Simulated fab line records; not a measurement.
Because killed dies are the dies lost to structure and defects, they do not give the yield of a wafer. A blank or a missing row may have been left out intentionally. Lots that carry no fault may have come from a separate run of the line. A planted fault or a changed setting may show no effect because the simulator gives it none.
Chamber matching | flow n5-finfet | N5_BEOL_M2_ALD_98 on ald-sin-04 has 4 sister chambers
The step deposits SiO2, target thk 2.5 nm, pulse time 1 s, co reactant pulse time 1 s. 4 wafers are shown with their chamber, then 11 later ones without.

## WAFERS PAIRED WITH THEIR CHAMBERS
wafer  | chamber | heater-power-w (W)
L081.6 | 1       | 78
L091.1 | 0       | 82
L091.6 | 2       | 80
L090.3 | 3       | 85

## WAFERS MISSING THEIR CHAMBER
wafer  | heater-power-w (W)
L090.4 | 78
L090.5 | 81
L089.1 | 80
L089.2 | 82
L089.4 | 84
L096.1 | 84
L096.3 | 81
L096.6 | 84
L097.1 | 86
L097.2 | 81
L097.4 | 85

## WHICH CHAMBER EACH ONE RAN IN
wafer  | from the rows above     | in truth
L090.4 | 1                       | 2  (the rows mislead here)
L090.5 | can't be placed: 0 or 2 | 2
L089.1 | 2                       | 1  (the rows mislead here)
L089.2 | 0                       | 0
L089.4 | can't be placed: 3 or 0 | 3
L096.1 | can't be placed: 3 or 0 | 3
L096.3 | can't be placed: 0 or 2 | 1
L096.6 | can't be placed: 3 or 0 | 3
L097.1 | 3                       | 3
L097.2 | can't be placed: 0 or 2 | 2
L097.4 | 3                       | 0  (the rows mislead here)
2 of 11 placed correctly. Can't be placed from these rows: 6 (the true chamber is among the candidates in 5). 3 placed wrongly.
How it was worked out, from the rows above alone: a wafer's distance from a chamber is the root of the sum, over the readings, of the square of ((its reading less the chamber's mean) divided by the reading's scatter). The wafer belongs to the nearest chamber; if the next one is less than 2 further off, it can't be placed. For every chamber, the mean is computed from those of its wafers that are shown. The scatter: with one shown wafer a chamber, the root of the mean of the squares of how far each hidden wafer lies from its nearest shown one.
